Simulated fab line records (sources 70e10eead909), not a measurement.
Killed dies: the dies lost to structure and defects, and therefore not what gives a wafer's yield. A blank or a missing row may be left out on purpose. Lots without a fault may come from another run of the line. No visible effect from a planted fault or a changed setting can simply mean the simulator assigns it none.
fab line records -- flow nandHarc
record: lots: 12, wafers: 36, lastDay: 23
route steps=1159 shown A_STAIRCASE@676 THIN_TSV@1118 END@1159
lots that met no fault: taken from a fault-free run of the same line
startH: start of the lot's first displayed wafer, in hours after the record's first day -- waitH: hours since the lot's step before -- " repeats the value in the row above -- L1.1+2: a row that stands for several wafers -- - value missing, or start not given -- * or withheld: withheld -- < > ~ a bound
route shown NAME@n: NAME is a module with steps in the file, n the number in the route of the first one -- usual: mean and standard deviation over wafers with no fault -- same: alike in all rows -- chamber/n: place in a boat -- sites: each site's reading -- _std_site: the standard deviation of these -- _edge_site: inner sites' mean taken away from outer sites' mean -- radiusMm: how far each site lies from the wafer's centre -- mask NAME#n: copy n -- behind: tool/chamber where the wafer was last shaped -- hold: why the lot went on hold/how many hours it stayed there/how the hold came to an end -- device: names the non-switching transistor (n, p or np) -- end of line: tests run on the same wafers once the route is complete -- a step given without rows: its recipe and nothing more -- killed: dies lost to structure and defects at the first sort, not the wafer's yield -- map: a wafer's dies, x killed, . not, _ none there
set.NAME: the run value of the setting; set.NAME@STEP: its run value at that earlier step -- model.NAME: the simulator's own value behind a step, which no gauge read
route steps across a sampled set of lots; one table per step, one row per wafer
services: a tool's chamber out of use, with start hour (startH, from the record's first day; less than 0 if before it), hours out, and reason
== steps ==
step: NHARC_A_STAIRCASE_DEP_301
recipe: targetThkA: 300, targetThkNm: 30, tempC: 400, pressureTorr: 3.5, flowSccm: 200, rfW: 350, material: SiON
usual: chamberPressureTorr: 3.501/0.0077, heaterPowerOuterW: 504/71, heaterPowerW: 817/110, rfFwdPowerW: 348.5/1.2
lot.wafer,tool,chamber,startH,waitH,chamberPressureTorr,heaterPowerOuterW,heaterPowerW,rfFwdPowerW
L434.1,pecvd-04,0,254.34,2.0,3.501,478,716,347.1
L434.3,pecvd-04,1,254.34,2.0,3.507,450,745,350.9
L434.4,pecvd-04,1,254.34,2.0,3.498,450,763,350.2
L433.1,pecvd-04,2,260.84,1.6,3.488,352,618,349.1
L433.5,pecvd-04,1,260.84,1.6,3.506,481,806,348.8
L433.6,pecvd-04,2,260.84,1.6,3.510,341,613,348.6
L436.1,pecvd-01,1,274.28,1.5,3.496,454,730,347.7
L436.6,pecvd-01,1,274.28,1.5,3.492,456,729,346.4
L436.5,pecvd-01,0,274.28,1.5,3.507,547,942,351.6
L437.3,pecvd-04,0,281.80,1.0,3.500,479,718,348.1
L437.4,pecvd-04,0,281.80,1.0,3.503,472,730,348.3
L437.6,pecvd-04,2,281.80,1.0,3.501,404,674,349.4
L439.2,pecvd-01,2,294.76,1.3,3.487,565,886,349.8
L439.5,pecvd-01,2,294.76,1.3,3.495,577,881,347.8
L439.6,pecvd-01,1,294.76,1.3,3.495,545,853,347.5
L438.1,pecvd-01,1,295.51,1.6,3.488,497,757,348.7
L438.3,pecvd-01,2,295.51,1.6,3.495,546,840,347.1
L438.2,pecvd-01,0,295.51,1.6,3.496,510,906,349.1
L441.3,pecvd-04,0,311.36,1.0,3.511,452,695,348.5
L441.1,pecvd-04,1,311.36,1.0,3.508,467,784,349.0
L441.5,pecvd-04,1,311.36,1.0,3.507,475,783,350.1
L443.3,pecvd-01,2,321.45,1.0,3.497,571,881,348.1
L443.4,pecvd-01,2,321.45,1.0,3.500,565,865,348.3
L443.6,pecvd-01,0,321.45,1.0,3.499,637,1044,348.1
L444.3,pecvd-01,1,335.96,0.9,3.500,484,759,348.1
L444.5,pecvd-01,2,335.96,0.9,3.501,569,889,347.8
L444.6,pecvd-01,0,335.96,0.9,3.487,535,955,349.9
L448.1,pecvd-01,0,347.53,1.6,3.504,642,1054,350.0
L448.5,pecvd-01,2,347.53,1.6,3.497,627,954,347.8
L448.4,pecvd-01,0,347.53,1.6,3.506,628,1046,350.2
L450.2,pecvd-01,2,353.17,1.3,3.503,573,885,348.4
L450.6,pecvd-01,0,353.17,1.3,3.493,614,1017,349.1
L450.4,pecvd-01,1,353.17,1.3,3.493,560,864,347.3
L452.2,pecvd-01,1,371.58,1.3,3.508,570,897,348.2
L452.1,pecvd-01,2,371.58,1.3,3.499,598,907,348.1
L452.6,pecvd-01,1,371.58,1.3,3.508,590,878,348.3
step: NHARC_THIN_TSV_DESCUM_14
recipe: timeS: 3, o2FlowSccm: 200, arFlowSccm: 0, biasPowerW: 0, chemistry: O2
usual: drypumpMotorCurrentA: 5.9/0.5, oesProductAu: 1.003/0.014, rfVppV: 57.7/0.86, showerheadPlenumPTorr: 1.92/0.086, throttleValvePct: 11.309/0.0096
lot.wafer,tool,chamber,startH,waitH,drypumpMotorCurrentA,oesProductAu,rfHoursCounterH,rfVppV,showerheadPlenumPTorr,throttleValvePct
L434.1,rieDiel-08,1,432.36,-,5.4,0.988,13,56.2,1.81,11.308
L434.4,rieDiel-08,3,432.36,-,5.7,0.982,11,57.5,1.95,11.322
L434.3,rieDiel-08,0,432.36,-,5.5,1.002,13,57.5,1.83,11.303
L433.1,rieDiel-10,2,433.45,-,6.3,1.017,5,59.4,2.04,11.300
L433.5,rieDiel-10,1,433.45,-,5.2,0.996,-,58.7,1.96,11.329
L433.6,rieDiel-10,2,433.45,-,6.4,1.032,-,58.1,2.04,11.309
L436.1,rieDiel-08,1,435.81,-,5.4,1.005,14,58.5,1.81,11.310
L436.5,rieDiel-08,1,435.81,-,5.4,0.992,-,57.4,1.81,11.281
L436.6,rieDiel-08,2,435.81,-,6.1,1.004,-,57.5,2.01,11.305
L437.3,rieDiel-08,3,444.15,-,5.7,0.986,13,56.6,1.95,11.322
L437.4,rieDiel-08,0,444.15,-,5.5,1.015,16,59.8,1.83,11.300
L437.6,rieDiel-08,0,444.15,-,5.5,1.016,-,57.6,1.83,11.309
L439.2,rieDiel-07,2,467.01,-,6.7,1.003,3,57.8,1.86,11.295
L439.5,rieDiel-07,2,467.01,-,6.7,1.002,-,56.1,1.86,11.296
L439.6,rieDiel-07,3,467.01,-,6.1,1.002,-,58.9,1.83,11.284
L438.2,rieDiel-07,2,468.09,-,6.7,1.005,3,58.2,1.86,11.297
L438.1,rieDiel-07,0,468.09,-,6.4,1.025,3,57.2,2.00,11.310
L438.3,rieDiel-07,1,468.09,-,5.1,1.007,3,57.7,2.04,11.309
L441.1,rieDiel-08,0,471.31,-,5.5,1.003,19,58.2,1.83,11.311
L441.3,rieDiel-08,3,471.31,-,5.7,0.989,17,58.2,1.94,11.303
L441.5,rieDiel-08,3,471.31,-,5.7,0.987,-,57.2,1.94,11.324
L443.3,rieDiel-10,0,479.75,-,6.6,1.007,7,56.4,1.79,11.325
L443.6,rieDiel-10,1,479.75,-,5.2,1.005,-,58.7,1.95,11.309
L443.4,rieDiel-10,0,479.75,-,6.6,1.012,-,56.6,1.79,11.299
L444.3,rieDiel-07,3,494.99,-,6.1,0.995,5,56.7,1.83,11.302
L444.5,rieDiel-07,3,494.99,-,6.1,0.989,-,56.6,1.83,11.322
L444.6,rieDiel-07,0,494.99,-,6.3,1.013,-,57.8,2.00,11.310
L448.1,rieDiel-07,1,525.77,-,5.1,1.019,6,58.4,2.03,11.323
L448.4,rieDiel-07,3,525.77,-,6.1,0.999,7,57.9,1.83,11.299
L448.5,rieDiel-07,0,525.77,-,6.4,1.023,-,58.6,2.00,11.299
L450.4,rieDiel-10,1,527.11,-,5.2,1.007,10,59.5,1.95,11.312
L450.2,rieDiel-10,2,527.11,-,6.3,1.025,10,58.5,2.04,11.326
L450.6,rieDiel-10,0,527.11,-,6.6,1.019,-,57.9,1.79,11.325
L452.2,rieDiel-07,2,532.56,-,6.7,1.005,10,55.9,1.86,11.313
L452.1,rieDiel-07,0,532.56,-,6.3,1.020,8,58.1,1.99,11.317
L452.6,rieDiel-07,1,532.56,-,5.1,1.015,-,57.0,2.03,11.332
step: NHARC_THIN_TSV_DEP_47
recipe: targetThkA: 2000, tempC: withheld, pressureTorr: 6.5, rfW: 900, teosFlowSccm: 161.4, flowSccm: 2650, targetThkNm: 200, gas: O2, material: SiO2
usual: chamberPressureTorr: 6.498/0.015, flowSccm: 2650/7.8, rfFwdPowerW: 898.2/2.6, throttleValvePct: 16.1/0.46
lot.wafer,tool,chamber,startH,waitH,chamberPressureTorr,flowSccm,rfFwdPowerW,throttleValvePct
L434.3,pecvd-04,1,434.04,-,6.484,2651,898.5,15.6
L434.1,pecvd-04,0,434.04,-,6.489,2639,896.9,16.0
L434.4,pecvd-04,1,434.04,-,6.507,2649,899.9,15.4
L433.1,pecvd-02,2,435.13,-,6.480,2640,899.4,16.9
L433.6,pecvd-02,2,435.13,-,6.496,2640,901.4,16.7
L433.5,pecvd-02,0,435.13,-,6.520,2638,899.6,16.2
L436.1,pecvd-02,2,437.54,-,6.511,2657,899.0,17.0
L436.6,pecvd-02,1,437.54,-,6.498,2646,894.1,15.9
L436.5,pecvd-02,2,437.54,-,6.510,2642,896.7,17.1
L437.3,pecvd-02,0,446.05,-,6.508,2656,895.1,16.4
L437.4,pecvd-02,1,446.05,-,6.479,2648,898.3,15.6
L437.6,pecvd-02,2,446.05,-,6.503,2659,901.5,16.7
L439.2,pecvd-01,2,468.74,-,6.508,2654,901.1,16.3
L439.6,pecvd-01,1,468.74,-,6.468,2652,900.6,16.1
L439.5,pecvd-01,0,468.74,-,6.495,2649,899.7,15.5
L438.2,pecvd-02,0,469.77,-,6.503,2648,893.7,16.5
L438.1,pecvd-02,1,469.77,-,6.478,2647,896.5,15.5
L438.3,pecvd-02,2,469.77,-,6.518,2642,898.3,16.9
L441.1,pecvd-01,0,473.12,-,6.500,2658,897.6,15.5
L441.3,pecvd-01,1,473.12,-,6.498,2639,894.6,15.9
L441.5,pecvd-01,2,473.12,-,6.491,2645,897.6,16.4
L443.3,pecvd-01,1,481.57,-,6.505,2657,892.7,16.4
L443.6,pecvd-01,1,481.57,-,6.499,2653,892.2,16.1
L443.4,pecvd-01,2,481.57,-,6.482,2640,897.1,16.6
L444.3,pecvd-01,1,497.22,-,6.507,2646,898.2,16.3
L444.5,pecvd-01,2,497.22,-,6.493,2646,899.5,16.5
L444.6,pecvd-01,0,497.22,-,6.501,2659,896.2,15.5
L448.1,pecvd-01,2,527.91,-,6.525,2647,901.2,16.6
L448.5,pecvd-01,1,527.91,-,6.498,2660,896.7,16.3
L448.4,pecvd-01,0,527.91,-,6.490,2647,903.1,15.6
L450.2,pecvd-04,1,528.79,-,6.494,2638,895.7,15.5
L450.4,pecvd-04,2,528.79,-,6.504,2651,896.2,16.1
L450.6,pecvd-04,0,528.79,-,6.503,2645,899.0,16.2
L452.2,pecvd-02,2,534.22,-,6.508,2653,901.9,16.7
L452.1,pecvd-02,0,534.22,-,6.497,2649,895.0,15.9
L452.6,pecvd-02,1,534.22,-,6.471,2650,899.8,15.6
step: NHARC_THIN_TSV_PRE_CLEAN_54
recipe: timeS: 30, tempC: 280, gas: H2/He
usual: heaterPowerW: 410/50
lot.wafer,tool,chamber,startH,waitH,heaterPowerW
L434.1,pvdSputter-01,-,437.03,0.1,386
L434.3,pvdSputter-01,-,437.03,0.1,366
L434.4,pvdSputter-01,-,437.03,0.1,362
L433.1,pvdSputter-01,-,438.18,0.1,410
L433.6,pvdSputter-01,-,438.18,0.1,354
L433.5,pvdSputter-01,-,438.18,0.1,403
L436.1,pvdSputter-01,-,440.51,0.1,364
L436.5,pvdSputter-01,-,440.51,0.1,375
L436.6,pvdSputter-01,-,440.51,0.1,366
L437.3,pvdSputter-01,-,449.08,0.0,421
L437.4,pvdSputter-01,-,449.08,0.0,366
L437.6,pvdSputter-01,-,449.08,0.0,386
L439.2,pvdSputter-02,-,471.70,0.1,341
L439.5,pvdSputter-02,-,471.70,0.1,507
L439.6,pvdSputter-02,-,471.70,0.1,481
L438.1,pvdSputter-02,-,473.12,0.1,498
L438.3,pvdSputter-02,-,473.12,0.1,501
L438.2,pvdSputter-02,-,473.12,0.1,354
L441.1,pvdSputter-03,-,476.26,0.0,359
L441.3,pvdSputter-03,-,476.26,0.0,425
L441.5,pvdSputter-03,-,476.26,0.0,358
L443.3,pvdSputter-01,-,484.69,0.1,384
L443.4,pvdSputter-01,-,484.69,0.1,360
L443.6,pvdSputter-01,-,484.69,0.1,384
L444.3,pvdSputter-02,-,500.24,0.1,427
L444.5,pvdSputter-02,-,500.24,0.1,366
L444.6,pvdSputter-02,-,500.24,0.1,429
L448.4,pvdSputter-02,-,530.94,0.1,350
L448.1,pvdSputter-02,-,530.94,0.1,499
L448.5,pvdSputter-02,-,530.94,0.1,353
L450.4,pvdSputter-02,-,532.06,0.1,412
L450.2,pvdSputter-02,-,532.06,0.1,507
L450.6,pvdSputter-02,-,532.06,0.1,498
L452.2,pvdSputter-02,-,538.16,0.0,424
L452.1,pvdSputter-02,-,538.16,0.0,514
L452.6,pvdSputter-02,-,538.16,0.0,503
step: NHARC_END_SORT_01
recipe: tempC: 25
usual: killedAtArray: 31/11, killedAtOther: 0.5/0.78, killedAtPeriphery: 3.0/2, killedDies: 34/12, killedOpen: 3.2/2, killedShort: 1.9/1.6
same: grossDies: 677
lot.wafer,tool,chamber,startH,waitH,killedAtArray,killedAtOther,killedAtPeriphery,killedDies,killedOpen,killedShort
L450.2,prober-02,0,541.62,2.8,94,0,3,97,2,0
L450.4,prober-02,0,543.20,3.4,74,0,2,76,1,2
L450.6,prober-02,0,544.78,3.9,96,0,3,99,3,0
L452.1,prober-01,0,556.49,2.5,75,0,1,76,1,5
L452.2,prober-01,0,557.29,2.8,65,0,1,66,4,1
L452.6,prober-01,0,560.45,4.0,55,0,2,57,3,2
killed by level:class
L450.2 A_STAIRCASE:unspecified=60 A_SLIT:chamberFilmFlake=20 A_CHANNEL_HOLE_D1:chamberFilmFlake=6 A_CONTACT:chamberFilmFlake=6 P_GATE:geometricParticle:open=1 P_M2:geometricParticle:open=1 P_M1:chamberFilmFlake=1 A_STAIRCASE:chamberFilmFlake=1
L450.4 A_STAIRCASE:unspecified=41 A_SLIT:chamberFilmFlake=16 A_CHANNEL_HOLE_D1:chamberFilmFlake=7 A_CONTACT:chamberFilmFlake=5 A_CHANNEL_FILL_D1:chamberFilmFlake=2 P_CONTACT:geometricParticle:open=1 P_CONTACT:geometricParticle:short=1 A_CONTACT:geometricParticle:short=1
L450.6 A_STAIRCASE:unspecified=67 A_SLIT:chamberFilmFlake=16 A_CHANNEL_HOLE_D1:chamberFilmFlake=5 A_CONTACT:chamberFilmFlake=3 A_STAIRCASE:chamberFilmFlake=2 P_CONTACT:geometricParticle:open=1 A_CHANNEL_FILL_D1:geometricParticle:open=1 A_CONTACT:geometricParticle:open=1
L452.1 A_STAIRCASE:unspecified=60 A_CHANNEL_HOLE_D1:chamberFilmFlake=6 A_WL_FILL:geometricParticle:short=2 A_CONTACT:chamberFilmFlake=2 P_CONTACT:geometricParticle:short=1 A_CHANNEL_HOLE_D1:geometricParticle:short=1 A_CHANNEL_FILL_D1:geometricParticle:open=1 A_CHANNEL_FILL_D1:geometricParticle:short=1
L452.2 A_STAIRCASE:unspecified=44 A_CHANNEL_HOLE_D1:chamberFilmFlake=6 A_SGD_CUT:chamberFilmFlake=4 A_CONTACT:chamberFilmFlake=3 A_STAIRCASE:chamberFilmFlake=2 P_CONTACT:geometricParticle:open=1 A_SOURCE_PLATE:geometricParticle:open=1 A_CHANNEL_FILL_D1:geometricParticle:short=1
L452.6 A_STAIRCASE:unspecified=39 A_CHANNEL_HOLE_D1:chamberFilmFlake=10 P_CONTACT:geometricParticle:open=1 A_CHANNEL_FILL_D1:geometricParticle:short=1 A_CHANNEL_FILL_D1:geometricParticle:open=1 A_CONTACT:geometricParticle:open=1 A_CONTACT:geometricParticle:short=1 P_ZERO_WELL:chamberFilmFlake=1
== services ==
tool,chamber,startH,hours,kind
pecvd-01,-,237.06,13.0,pm
pvdSputter-02,-,253.30,5.2,repair
pecvd-01,-,254.33,0.4,repair
pecvd-04,-,256.21,0.8,repair
pvdSputter-01,-,297.65,3.5,repair
pecvd-02,-,334.55,13.0,pm
pvdSputter-01,-,336.00,10.0,pm
pecvd-04,2,358.48,14.3,repair
rieDiel-07,1,373.87,14.6,repair
pecvd-04,-,376.33,13.0,pm
pecvd-02,2,377.62,12.5,repair
pvdSputter-01,-,382.88,1.3,repair
pvdSputter-02,-,392.01,10.0,pm
pvdSputter-01,-,393.47,2.3,repair
pecvd-01,-,393.52,1.6,repair
pvdSputter-02,-,402.48,1.8,repair
rieDiel-07,-,405.20,9.0,pm
rieDiel-07,1,415.73,2.8,repair
pecvd-01,-,418.06,13.0,pm
pecvd-04,1,442.11,17.3,repair
pecvd-04,1,490.45,14.1,repair
rieDiel-07,1,494.16,22.6,repair
rieDiel-07,-,513.37,0.9,repair
pvdSputter-01,-,514.05,10.0,pm
== key ==
firstSign: step: NHARC_END_SORT_01, reading: killedAtArray, direction: up, sigmas: 4.1, usual: 31, struck: 76
effect: step: NHARC_END_SORT_01, reading: killedDies, direction: up, sigmas: 3.8, usual: 34, struck: 78
moreKillsBornAt: NHARC_A_STAIRCASE_DEP_301@pecvd-01: 311
metAt NHARC_A_STAIRCASE_DEP_301
struckLots L450,L452
testerLeftOut L450,L452
notActingAt NHARC_THIN_TSV_DESCUM_14,NHARC_THIN_TSV_DEP_47,NHARC_THIN_TSV_PRE_CLEAN_54
onsetBetween 347.53 353.17
alsoFits time
fault: kind: chamberParticleSource, tool: pecvd-01, chamber: -, onsetH: 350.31, steps: NHARC_A_STAIRCASE_DEP_301, ratePerVisitCm2: 1.2814, endH: 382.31
testerLeftOut: of these lots the tester's yield and bins aren't shown, on N5 and GAA mostly nor the transistor test; their killed dies are dies lost to structure and defects alone, not to doping, threshold or leakage, so they don't give the yield
